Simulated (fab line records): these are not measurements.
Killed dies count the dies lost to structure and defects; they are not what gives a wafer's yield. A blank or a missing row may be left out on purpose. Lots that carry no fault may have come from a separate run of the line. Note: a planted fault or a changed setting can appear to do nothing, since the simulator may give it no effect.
Which tool was responsible? + flow nand-harc + 24 lots with 72 wafers sampled at 6 steps, on a route of 1159 steps

== WHAT THE GAUGES READ, wafer by wafer ==
The record holds no reading of a measuring or inspecting step that can be judged against a usual standard deviation.

== WHICH TOOL RAN EACH LOT (tool, then ch and the chambers of the sampled wafers, then the start) ==
| lot  | NHARC_A_STAIRCASE_ETCH_234                    | NHARC_A_STAIRCASE_DESCUM_252       | NHARC_A_STAIRCASE_ETCH_294                    | NHARC_A_STAIRCASE_ETCH_315                    | NHARC_A_STAIRCASE_DEP_417       | NHARC_A_STAIRCASE_DEP_325       |
|------|-----------------------------------------------|------------------------------------|-----------------------------------------------|-----------------------------------------------|---------------------------------|---------------------------------|
| L074 | rie-diel-12 ch 1,2,3, day 11 02:23 or earlier | rie-diel-12 ch 1,2,3, day 11 02:23 | rie-diel-12 ch 0,1,3, day 11 15:34 or earlier | rie-diel-12 ch 0,1, day 11 15:34 or earlier   | pecvd-02 ch 0,1, day 11 15:34   | pecvd-03 ch 0,1, day 12 18:01   |
| L077 | rie-diel-11 ch 0,1,3, day 11 17:25 or earlier | rie-diel-05 ch 1,2,3, day 11 17:25 | rie-diel-12 ch 0,1,3, day 12 07:32 or earlier | rie-diel-05 ch 0,1,3, day 12 07:32 or earlier | pecvd-02 ch 0,1, day 12 07:32   | pecvd-01 ch 0,2, day 13 11:50   |
| L075 | rie-diel-05 ch 0,1,2, day 11 18:04 or earlier | rie-diel-05 ch 0,2,3, day 11 18:04 | rie-diel-11 ch 1,2, day 12 09:51 or earlier   | rie-diel-11 ch 0,3, day 12 09:51 or earlier   | pecvd-02 ch 0,1,2, day 12 09:51 | pecvd-02 ch 0,1,2, day 13 11:35 |
| L078 | rie-diel-05 ch 0,1,2, day 12 03:49 or earlier | rie-diel-05 ch 0,2, day 12 03:49   | rie-diel-11 ch 2,3, day 12 18:38 or earlier   | rie-diel-11 ch 2,3, day 12 18:38 or earlier   | pecvd-01 ch 0,1, day 12 18:38   | pecvd-02 ch 0,1, day 14 01:14   |
| L076 | rie-diel-12 ch 0,3, day 12 06:56 or earlier   | rie-diel-05 ch 0,2,3, day 12 06:56 | rie-diel-12 ch 1,3, day 12 23:09 or earlier   | rie-diel-12 ch 0,2, day 12 23:09 or earlier   | pecvd-01 ch 0,1, day 12 23:09   | pecvd-01 ch 0,2, day 14 01:21   |
| L079 | rie-diel-05 ch 2,3, day 12 15:53 or earlier   | rie-diel-05 ch 1,2,3, day 12 15:53 | rie-diel-11 ch 2,3, day 13 08:49 or earlier   | rie-diel-12 ch 0,1,3, day 13 08:49 or earlier | pecvd-01 ch 0,1,2, day 13 08:49 | pecvd-01 ch 0,1, day 14 13:38   |
| L081 | rie-diel-05 ch 0,2,3, day 12 16:32 or earlier | rie-diel-11 ch 1,2,3, day 12 16:32 | rie-diel-12 ch 0,2,3, day 13 10:02 or earlier | rie-diel-11 ch 1,2,3, day 13 10:02 or earlier | pecvd-02 ch 0,2, day 13 10:02   | pecvd-02 ch 0,2, day 14 13:31   |
| L080 | rie-diel-11 ch 0,2,3, day 12 17:49 or earlier | rie-diel-05 ch 1,3, day 12 17:49   | rie-diel-05 ch 0,1,2, day 13 12:19 or earlier | rie-diel-11 ch 0,1, day 13 12:19 or earlier   | pecvd-02 ch 0,2, day 13 12:19   | pecvd-03 ch 0,1, day 14 13:51   |
| L082 | rie-diel-12 ch 1,2, day 13 05:44 or earlier   | rie-diel-05 ch 2,3, day 13 05:44   | rie-diel-11 ch 0,3, day 14 01:05 or earlier   | rie-diel-05 ch 0,1,3, day 14 01:05 or earlier | pecvd-03 ch 0,2, day 14 01:05   | pecvd-03 ch 1,2, day 15 07:34   |
| L083 | rie-diel-05 ch 2,3, day 13 07:24 or earlier   | rie-diel-05 ch 0,1, day 13 07:24   | rie-diel-05 ch 1,2, day 14 03:58 or earlier   | rie-diel-12 ch 1,2,3, day 14 03:58 or earlier | pecvd-03 ch 0,2, day 14 03:58   | pecvd-01 ch 0,1,2, day 15 07:39 |
| L084 | rie-diel-11 ch 0,1,2, day 13 11:41 or earlier | rie-diel-11 ch 0,2, day 13 11:41   | rie-diel-12 ch 1,2, day 14 08:58 or earlier   | rie-diel-11 ch 1,2,3, day 14 08:58 or earlier | pecvd-01 ch 1,2, day 14 08:58   | pecvd-02 ch 1,2, day 15 13:29   |
| L085 | rie-diel-05 ch 0,1,3, day 14 01:04 or earlier | rie-diel-05 ch 0,1, day 14 01:04   | rie-diel-05 ch 1,2,3, day 14 14:08 or earlier | rie-diel-11 ch 1,2,3, day 14 14:08 or earlier | pecvd-02 ch 0,1,2, day 14 14:08 | pecvd-02 ch 0,2, day 15 17:52   |
| L087 | rie-diel-11 ch 0,2,3, day 14 08:45 or earlier | rie-diel-12 ch 0,1,2, day 14 08:45 | rie-diel-05 ch 0,3, day 14 23:49 or earlier   | rie-diel-05 ch 1,2, day 14 23:49 or earlier   | pecvd-01 ch 1,2, day 14 23:49   | pecvd-03 ch 1,2, day 16 05:20   |
| L086 | rie-diel-05 ch 0,2,3, day 14 09:23 or earlier | rie-diel-11 ch 0,1,2, day 14 09:23 | rie-diel-05 ch 0,1,2, day 15 03:54 or earlier | rie-diel-12 ch 0,3, day 15 03:54 or earlier   | pecvd-03 ch 0,1,2, day 15 03:54 | pecvd-01 ch 0,1, day 16 05:12   |
| L088 | rie-diel-12 ch 0,3, day 15 06:46 or earlier   | rie-diel-11 ch 1,2, day 15 06:46   | rie-diel-11 ch 2,3, day 15 20:29 or earlier   | rie-diel-05 ch 0,1,3, day 15 20:29 or earlier | pecvd-01 ch 0,2, day 15 20:29   | pecvd-01 ch 0,2, day 17 00:40   |
| L090 | rie-diel-12 ch 0,2, day 15 07:20 or earlier   | rie-diel-12 ch 0,3, day 15 07:20   | rie-diel-11 ch 0,1,3, day 15 21:41 or earlier | rie-diel-05 ch 0,2,3, day 15 21:41 or earlier | pecvd-01 ch 0,1, day 15 21:41   | pecvd-03 ch 1,2, day 17 00:46   |
| L089 | rie-diel-12 ch 0,3, day 15 11:37 or earlier   | rie-diel-12 ch 0,1,2, day 15 11:37 | rie-diel-11 ch 1,2, day 16 01:58 or earlier   | rie-diel-05 ch 1,3, day 16 01:58 or earlier   | pecvd-02 ch 0,2, day 16 01:58   | pecvd-03 ch 0,2, day 17 06:16   |
| L091 | rie-diel-12 ch 0,1,3, day 15 13:47 or earlier | rie-diel-05 ch 1,3, day 15 13:47   | rie-diel-12 ch 1,2, day 16 03:44 or earlier   | rie-diel-12 ch 0,2, day 16 03:44 or earlier   | pecvd-01 ch 0,1,2, day 16 03:44 | pecvd-02 ch 0,1,2, day 17 06:10 |
| L093 | rie-diel-12 ch 1,2,3, day 15 14:32 or earlier | rie-diel-11 ch 1,2, day 15 14:32   | rie-diel-05 ch 0,2,3, day 16 04:39 or earlier | rie-diel-05 ch 0,2, day 16 04:39 or earlier   | pecvd-02 ch 0,2, day 16 04:39   | pecvd-01 ch 0,1, day 17 06:05   |
| L092 | rie-diel-11 ch 0,1,2, day 15 23:33 or earlier | rie-diel-05 ch 0,2,3, day 15 23:33 | rie-diel-05 ch 1,2,3, day 16 16:06 or earlier | rie-diel-05 ch 0,2,3, day 16 16:06 or earlier | pecvd-01 ch 0,1,2, day 16 16:06 | pecvd-01 ch 0,1, day 17 22:32   |
| L096 | rie-diel-05 ch 1,3, day 16 17:28 or earlier   | rie-diel-11 ch 0,3, day 16 17:28   | rie-diel-05 ch 0,1, day 17 06:49 or earlier   | rie-diel-11 ch 0,2,3, day 17 06:49 or earlier | pecvd-01 ch 1,2, day 17 06:49   | pecvd-03 ch 1,2, day 18 11:38   |
| L094 | rie-diel-12 ch 1,2,3, day 16 20:13 or earlier | rie-diel-11 ch 0,1, day 16 20:13   | rie-diel-11 ch 0,2,3, day 17 11:00 or earlier | rie-diel-05 ch 0,2,3, day 17 11:00 or earlier | pecvd-03 ch 0,1, day 17 11:00   | pecvd-02 ch 0,1, day 18 15:53   |
| L097 | rie-diel-05 ch 1,2,3, day 16 20:23 or earlier | rie-diel-11 ch 1,3, day 16 20:23   | rie-diel-05 ch 0,1, day 17 12:10 or earlier   | rie-diel-05 ch 1,3, day 17 12:10 or earlier   | pecvd-03 ch 0,1,2, day 17 12:10 | pecvd-03 ch 0,2, day 18 15:46   |
| L095 | rie-diel-05 ch 0,2, day 17 06:59 or earlier   | rie-diel-12 ch 1,3, day 17 06:59   | rie-diel-11 ch 0,1,2, day 17 22:25 or earlier | rie-diel-12 ch 0,2,3, day 17 22:25 or earlier | pecvd-03 ch 0,1,2, day 17 22:25 | pecvd-02 ch 0,1, day 19 01:43   |
- NHARC_A_STAIRCASE_ETCH_234: etches the open film in C4F8/O2, target depth 100 nm, time 40.5 s.
- NHARC_A_STAIRCASE_DESCUM_252: chemistry O2, time 3 s.
- NHARC_A_STAIRCASE_ETCH_294: etches the open film in C4F8/O2/Ar, target depth 4992 nm, time 1212.4 s.
- NHARC_A_STAIRCASE_ETCH_315: etches the open film in C4F8/O2/Ar, target depth 2500 nm, time 607.1 s.
- NHARC_A_STAIRCASE_DEP_417: deposits Si3N4, target thk 60 nm.
- NHARC_A_STAIRCASE_DEP_325: deposits SiO2, target thk 3800 nm.

== WHAT THE TOOLS THEMSELVES READ (means of the sampled wafers that have a number; where no wafer has one, the mark that the record gives instead) ==
NHARC_A_STAIRCASE_ETCH_234. Usual: bias-w 1000.3 W, standard deviation 2.8; oes-product-au 0.937 a.u., standard deviation 0.015; rf-vpp-V 896 V, standard deviation 6.7.
| lot  | tool        | bias-w (W) | oes-product-au (a.u.) | rf-vpp-V (V) | flag |
|------|-------------|------------|-----------------------|--------------|------|
| L074 | rie-diel-12 | 999.9      | 0.942                 | 898          |      |
| L077 | rie-diel-11 | 999.5      | 0.931                 | 894          |      |
| L075 | rie-diel-05 | 1003.0     | 0.938                 | 893          |      |
| L078 | rie-diel-05 | 999.6      | 0.943                 | 893          |      |
| L076 | rie-diel-12 | 1000.6     | 0.924                 | 901          |      |
| L079 | rie-diel-05 | 1000.3     | 0.939                 | 889          |      |
| L081 | rie-diel-05 | 1000.0     | 0.942                 | 890          |      |
| L080 | rie-diel-11 | 1000.3     | 0.932                 | 895          |      |
| L082 | rie-diel-12 | 1000.2     | 0.933                 | 899          |      |
| L083 | rie-diel-05 | 1000.6     | 0.969                 | 889          |      |
| L084 | rie-diel-11 | 999.9      | 0.927                 | 900          |      |
| L085 | rie-diel-05 | 1001.3     | 0.937                 | 892          |      |
| L087 | rie-diel-11 | 1000.0     | 0.944                 | 895          |      |
| L086 | rie-diel-05 | 1001.2     | 0.943                 | 891          |      |
| L088 | rie-diel-12 | 1003.9     | 0.937                 | 900          |      |
| L090 | rie-diel-12 | 1001.8     | 0.920                 | 897          |      |
| L089 | rie-diel-12 | 999.5      | 0.917                 | 900          |      |
| L091 | rie-diel-12 | 999.1      | 0.922                 | 901          |      |
| L093 | rie-diel-12 | 1000.1     | 0.938                 | 898          |      |
| L092 | rie-diel-11 | 998.9      | 0.941                 | 900          |      |
| L096 | rie-diel-05 | 998.5      | 0.956                 | 898          |      |
| L094 | rie-diel-12 | 999.9      | 0.940                 | 898          |      |
| L097 | rie-diel-05 | 1001.2     | 0.947                 | 897          |      |
| L095 | rie-diel-05 | 999.4      | 0.952                 | 892          |      |

NHARC_A_STAIRCASE_DESCUM_252. Usual: drypump-motor-current-A 5.9 A, standard deviation 0.54; oes-product-au 0.996 a.u., standard deviation 0.014; rf-vpp-V 57.6 V, standard deviation 0.89; showerhead-plenum-p-Torr 1.90 Torr, standard deviation 0.11; throttle-valve-pct 11.312 %, standard deviation 0.0088.
| lot  | tool        | drypump-motor-current-A (A) | oes-product-au (a.u.) | rf-vpp-V (V) | showerhead-plenum-p-Torr (Torr) | throttle-valve-pct (%) | flag |
|------|-------------|-----------------------------|-----------------------|--------------|---------------------------------|------------------------|------|
| L074 | rie-diel-12 | 5.6                         | 0.999                 | 57.5         | 1.96                            | 11.307                 |      |
| L077 | rie-diel-05 | 6.1                         | 0.993                 | 57.5         | 1.83                            | 11.309                 |      |
| L075 | rie-diel-05 | 5.8                         | 0.994                 | 57.0         | 1.83                            | 11.310                 |      |
| L078 | rie-diel-05 | 5.2                         | 0.993                 | 57.5         | 1.87                            | 11.321                 |      |
| L076 | rie-diel-05 | 5.8                         | 0.992                 | 57.7         | 1.83                            | 11.309                 |      |
| L079 | rie-diel-05 | 6.1                         | 0.992                 | 57.1         | 1.83                            | 11.302                 |      |
| L081 | rie-diel-11 | 6.1                         | 0.985                 | 58.1         | 1.97                            | 11.318                 |      |
| L080 | rie-diel-05 | 6.0                         | 0.997                 | 57.3         | 1.85                            | 11.306                 |      |
| L082 | rie-diel-05 | 6.4                         | 1.006                 | 57.3         | 1.79                            | 11.312                 |      |
| L083 | rie-diel-05 | 5.0                         | 0.997                 | 58.5         | 1.89                            | 11.313                 |      |
| L084 | rie-diel-11 | 5.9                         | 0.996                 | 56.9         | 1.90                            | 11.307                 |      |
| L085 | rie-diel-05 | 5.1                         | 0.999                 | 57.7         | 1.89                            | 11.321                 |      |
| L087 | rie-diel-12 | 5.8                         | 0.989                 | 58.0         | 1.95                            | 11.318                 |      |
| L086 | rie-diel-11 | 5.8                         | 0.999                 | 58.3         | 1.97                            | 11.316                 |      |
| L088 | rie-diel-11 | 6.0                         | 1.003                 | 58.5         | 2.05                            | 11.317                 |      |
| L090 | rie-diel-12 | 5.9                         | 0.985                 | 57.4         | 1.98                            | 11.319                 |      |
| L089 | rie-diel-12 | 5.8                         | 0.981                 | 57.6         | 1.95                            | 11.305                 |      |
| L091 | rie-diel-05 | 6.2                         | 1.014                 | 57.8         | 2.01                            | 11.316                 |      |
| L093 | rie-diel-11 | 6.0                         | 0.997                 | 59.6         | 2.05                            | 11.307                 |      |
| L092 | rie-diel-05 | 5.8                         | 0.985                 | 57.1         | 1.92                            | 11.316                 |      |
| L096 | rie-diel-11 | 6.3                         | 1.006                 | 57.6         | 1.80                            | 11.309                 |      |
| L094 | rie-diel-11 | 5.7                         | 0.999                 | 57.7         | 1.89                            | 11.312                 |      |
| L097 | rie-diel-11 | 6.3                         | 1.007                 | 57.7         | 1.87                            | 11.316                 |      |
| L095 | rie-diel-12 | 5.8                         | 0.992                 | 58.1         | 2.03                            | 11.315                 |      |

NHARC_A_STAIRCASE_ETCH_294. Usual: bias-w 2999 W, standard deviation 8.7; oes-product-au 0.933 a.u., standard deviation 0.016; rf-vpp-V 1827 V, standard deviation 14.
| lot  | tool        | bias-w (W) | oes-product-au (a.u.) | rf-vpp-V (V) | flag |
|------|-------------|------------|-----------------------|--------------|------|
| L074 | rie-diel-12 | 2998       | 0.926                 | 1841         |      |
| L077 | rie-diel-12 | 2998       | 0.928                 | 1840         |      |
| L075 | rie-diel-11 | 3002       | 0.932                 | 1845         |      |
| L078 | rie-diel-11 | 2999       | 0.926                 | 1823         |      |
| L076 | rie-diel-12 | 2999       | 0.938                 | 1842         |      |
| L079 | rie-diel-11 | 3001       | 0.923                 | 1834         |      |
| L081 | rie-diel-12 | 2999       | 0.920                 | 1828         |      |
| L080 | rie-diel-05 | 3002       | 0.925                 | 1821         |      |
| L082 | rie-diel-11 | 2994       | 0.931                 | 1813         |      |
| L083 | rie-diel-05 | 2993       | 0.935                 | 1820         |      |
| L084 | rie-diel-12 | 3003       | 0.919                 | 1824         |      |
| L085 | rie-diel-05 | 2992       | 0.939                 | 1816         |      |
| L087 | rie-diel-05 | 2997       | 0.936                 | 1819         |      |
| L086 | rie-diel-05 | 2988       | 0.935                 | 1821         |      |
| L088 | rie-diel-11 | 3004       | 0.929                 | 1822         |      |
| L090 | rie-diel-11 | 3002       | 0.933                 | 1822         |      |
| L089 | rie-diel-11 | 3004       | 0.926                 | 1845         |      |
| L091 | rie-diel-12 | 2993       | 0.927                 | 1823         |      |
| L093 | rie-diel-05 | 3001       | 0.942                 | 1828         |      |
| L092 | rie-diel-05 | 3004       | 0.943                 | 1828         |      |
| L096 | rie-diel-05 | 2999       | 0.967                 | 1822         |      |
| L094 | rie-diel-11 | 2990       | 0.920                 | 1824         |      |
| L097 | rie-diel-05 | 3012       | 0.938                 | 1823         |      |
| L095 | rie-diel-11 | 2998       | 0.927                 | 1833         |      |

NHARC_A_STAIRCASE_ETCH_315. Usual: bias-w 3000 W, standard deviation 8.8; oes-product-au 0.930 a.u., standard deviation 0.015; rf-vpp-V 1828 V, standard deviation 14.
| lot  | tool        | bias-w (W) | oes-product-au (a.u.) | rf-vpp-V (V) | flag |
|------|-------------|------------|-----------------------|--------------|------|
| L074 | rie-diel-12 | 3004       | 0.918                 | 1840         |      |
| L077 | rie-diel-05 | 3001       | 0.929                 | 1819         |      |
| L075 | rie-diel-11 | 3001       | 0.935                 | 1813         |      |
| L078 | rie-diel-11 | 3013       | 0.924                 | 1823         |      |
| L076 | rie-diel-12 | 2999       | 0.922                 | 1830         |      |
| L079 | rie-diel-12 | 2996       | 0.924                 | 1839         |      |
| L081 | rie-diel-11 | 2995       | 0.930                 | 1833         |      |
| L080 | rie-diel-11 | 3004       | 0.933                 | 1834         |      |
| L082 | rie-diel-05 | 2998       | 0.928                 | 1819         |      |
| L083 | rie-diel-12 | 3002       | 0.925                 | 1831         |      |
| L084 | rie-diel-11 | 3002       | 0.935                 | 1833         |      |
| L085 | rie-diel-11 | 2999       | 0.934                 | 1834         |      |
| L087 | rie-diel-05 | 3000       | 0.926                 | 1820         |      |
| L086 | rie-diel-12 | 2992       | 0.925                 | 1835         |      |
| L088 | rie-diel-05 | 2990       | 0.956                 | 1832         |      |
| L090 | rie-diel-05 | 2999       | 0.922                 | 1828         |      |
| L089 | rie-diel-05 | 2993       | 0.960                 | 1838         |      |
| L091 | rie-diel-12 | 3005       | 0.904                 | 1827         |      |
| L093 | rie-diel-05 | 2995       | 0.929                 | 1821         |      |
| L092 | rie-diel-05 | 2991       | 0.930                 | 1829         |      |
| L096 | rie-diel-11 | 3004       | 0.933                 | 1823         |      |
| L094 | rie-diel-05 | 2996       | 0.931                 | 1828         |      |
| L097 | rie-diel-05 | 3004       | 0.948                 | 1830         |      |
| L095 | rie-diel-12 | 2996       | 0.927                 | 1827         |      |

NHARC_A_STAIRCASE_DEP_417. Usual: heater-power-outer-w 433 W, standard deviation 63; heater-power-w 725 W, standard deviation 110.
| lot  | tool     | heater-power-outer-w (W) | heater-power-w (W) | flag |
|------|----------|--------------------------|--------------------|------|
| L074 | pecvd-02 | 421                      | 724                |      |
| L077 | pecvd-02 | 437                      | 757                |      |
| L075 | pecvd-02 | 476                      | 795                |      |
| L078 | pecvd-01 | 412                      | 695                |      |
| L076 | pecvd-01 | 425                      | 696                |      |
| L079 | pecvd-01 | 385                      | 635                |      |
| L081 | pecvd-02 | 523                      | 878                |      |
| L080 | pecvd-02 | 422                      | 757                |      |
| L082 | pecvd-03 | 445                      | 760                |      |
| L083 | pecvd-03 | 394                      | 666                |      |
| L084 | pecvd-01 | 367                      | 603                |      |
| L085 | pecvd-02 | 452                      | 765                |      |
| L087 | pecvd-01 | 354                      | 574                |      |
| L086 | pecvd-03 | 470                      | 798                |      |
| L088 | pecvd-01 | 448                      | 664                |      |
| L090 | pecvd-01 | 479                      | 803                |      |
| L089 | pecvd-02 | 464                      | 818                |      |
| L091 | pecvd-01 | 435                      | 698                |      |
| L093 | pecvd-02 | 503                      | 877                |      |
| L092 | pecvd-01 | 403                      | 673                |      |
| L096 | pecvd-01 | 353                      | 558                |      |
| L094 | pecvd-03 | 430                      | 784                |      |
| L097 | pecvd-03 | 418                      | 747                |      |
| L095 | pecvd-03 | 448                      | 781                |      |

NHARC_A_STAIRCASE_DEP_325. Usual: heater-power-outer-w 381 W, standard deviation 63; heater-power-w 663 W, standard deviation 100.
| lot  | tool     | heater-power-outer-w (W) | heater-power-w (W) | flag |
|------|----------|--------------------------|--------------------|------|
| L074 | pecvd-03 | 365                      | 690                |      |
| L077 | pecvd-01 | 391                      | 629                |      |
| L075 | pecvd-02 | 411                      | 708                |      |
| L078 | pecvd-02 | 402                      | 693                |      |
| L076 | pecvd-01 | 388                      | 594                |      |
| L079 | pecvd-01 | 432                      | 713                |      |
| L081 | pecvd-02 | 414                      | 757                |      |
| L080 | pecvd-03 | 387                      | 713                |      |
| L082 | pecvd-03 | 369                      | 690                |      |
| L083 | pecvd-01 | 356                      | 585                |      |
| L084 | pecvd-02 | 411                      | 702                |      |
| L085 | pecvd-02 | 398                      | 739                |      |
| L087 | pecvd-03 | 361                      | 656                |      |
| L086 | pecvd-01 | 384                      | 651                |      |
| L088 | pecvd-01 | 441                      | 701                |      |
| L090 | pecvd-03 | 352                      | 625                |      |
| L089 | pecvd-03 | 409                      | 701                |      |
| L091 | pecvd-02 | 413                      | 715                |      |
| L093 | pecvd-01 | 374                      | 637                |      |
| L092 | pecvd-01 | 389                      | 660                |      |
| L096 | pecvd-03 | 356                      | 656                |      |
| L094 | pecvd-02 | 353                      | 652                |      |
| L097 | pecvd-03 | 361                      | 646                |      |
| L095 | pecvd-02 | 412                      | 698                |      |

== THE ANSWER, worked out from the rows above alone ==
Rule: a lot counts as off when the mean over its wafers that have a number is more than 3 standard deviations away from the usual mean. A lot without any number at a reading at which 4 lots or more have one is off too. All remaining lots with rows at the step are treated as sound. The gauges are gone through in route order, then the tools' own readings, and for those a lot's mean is taken as printed above. The first step at which some lot is off is used, and at that step the reading that is off furthest; a lot without a number counts as furthest.
No lot is off at any reading shown: from this, nothing can be told.

== WHAT THE SIMULATOR PUT IN ==
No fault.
